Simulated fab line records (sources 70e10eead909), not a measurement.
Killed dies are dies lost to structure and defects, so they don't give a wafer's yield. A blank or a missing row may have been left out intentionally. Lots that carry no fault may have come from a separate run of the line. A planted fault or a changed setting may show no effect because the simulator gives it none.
Chamber matching || flow nand harc || NHARC_A_WL_FILL_ALD_19 on ald metal-01 has 4 sister chambers
The step deposits TiN, target thk 2 nm, pulse time 3 s, ald cycles 100. 8 wafers are shown with their chamber, then 10 later ones without.

EACH WAFER AND ITS CHAMBER
{"wafer": "L078.2", "chamber": 1, "heater power w (W)": 1096, "precursor pulse height rel": 0.989}
{"wafer": "L080.6", "chamber": 1, "heater power w (W)": 1063, "precursor pulse height rel": 0.984}
{"wafer": "L084.2", "chamber": 2, "heater power w (W)": 1178, "precursor pulse height rel": 0.997}
{"wafer": "L083.1", "chamber": 3, "heater power w (W)": 1148, "precursor pulse height rel": 0.999}
{"wafer": "L083.2", "chamber": 0, "heater power w (W)": 1039, "precursor pulse height rel": 1.047}
{"wafer": "L083.5", "chamber": 3, "heater power w (W)": 1131, "precursor pulse height rel": 0.990}
{"wafer": "L086.1", "chamber": 0, "heater power w (W)": 1044, "precursor pulse height rel": 0.997}
{"wafer": "L086.4", "chamber": 2, "heater power w (W)": 1175, "precursor pulse height rel": 0.981}

WAFERS MISSING THEIR CHAMBER
{"wafer": "L086.5", "heater power w (W)": 1166, "precursor pulse height rel": 1.028}
{"wafer": "L090.1", "heater power w (W)": 1021, "precursor pulse height rel": 0.972}
{"wafer": "L090.2", "heater power w (W)": 1036, "precursor pulse height rel": 0.988}
{"wafer": "L090.3", "heater power w (W)": 1126, "precursor pulse height rel": 0.977}
{"wafer": "L090.4", "heater power w (W)": 1191, "precursor pulse height rel": 0.975}
{"wafer": "L090.5", "heater power w (W)": 1034, "precursor pulse height rel": 1.019}
{"wafer": "L090.6", "heater power w (W)": 1022, "precursor pulse height rel": 1.006}
{"wafer": "L092.3", "heater power w (W)": 1046, "precursor pulse height rel": 1.005}
{"wafer": "L092.4", "heater power w (W)": 1196, "precursor pulse height rel": 1.003}
{"wafer": "L092.6", "heater power w (W)": 1048, "precursor pulse height rel": 1.018}

EACH ONE'S CHAMBER
{"wafer": "L086.5", "from the rows above": "can't be placed: 2 or 3", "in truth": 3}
{"wafer": "L090.1", "from the rows above": "can't be placed: 0 or 1", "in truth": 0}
{"wafer": "L090.2", "from the rows above": "can't be placed: 0 or 1", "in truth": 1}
{"wafer": "L090.3", "from the rows above": 3, "in truth": 3}
{"wafer": "L090.4", "from the rows above": 2, "in truth": 2}
{"wafer": "L090.5", "from the rows above": 0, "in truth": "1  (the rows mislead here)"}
{"wafer": "L090.6", "from the rows above": 0, "in truth": 0}
{"wafer": "L092.3", "from the rows above": "can't be placed: 0 or 1", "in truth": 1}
{"wafer": "L092.4", "from the rows above": 2, "in truth": 2}
{"wafer": "L092.6", "from the rows above": 0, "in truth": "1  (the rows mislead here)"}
Correctly placed: 4 of 10. Cannot be placed on the basis of these rows: 4; the candidates contain the true chamber in 4. Wrongly placed: 2.
How it was worked out, from the rows above alone: a wafer's distance from a chamber is the root of the sum, over the readings, of the square of ((its reading less the chamber's mean) divided by the reading's scatter). If the next closest chamber is less than 2 further off than the closest, the wafer can't be placed; otherwise it belongs to the closest. For every chamber, the mean is computed from those of its wafers that are shown. How the scatter is found: for the shown wafers, subtract from each reading the mean of its chamber, square and add these, divide the total by (wafers less chambers), then take the root.
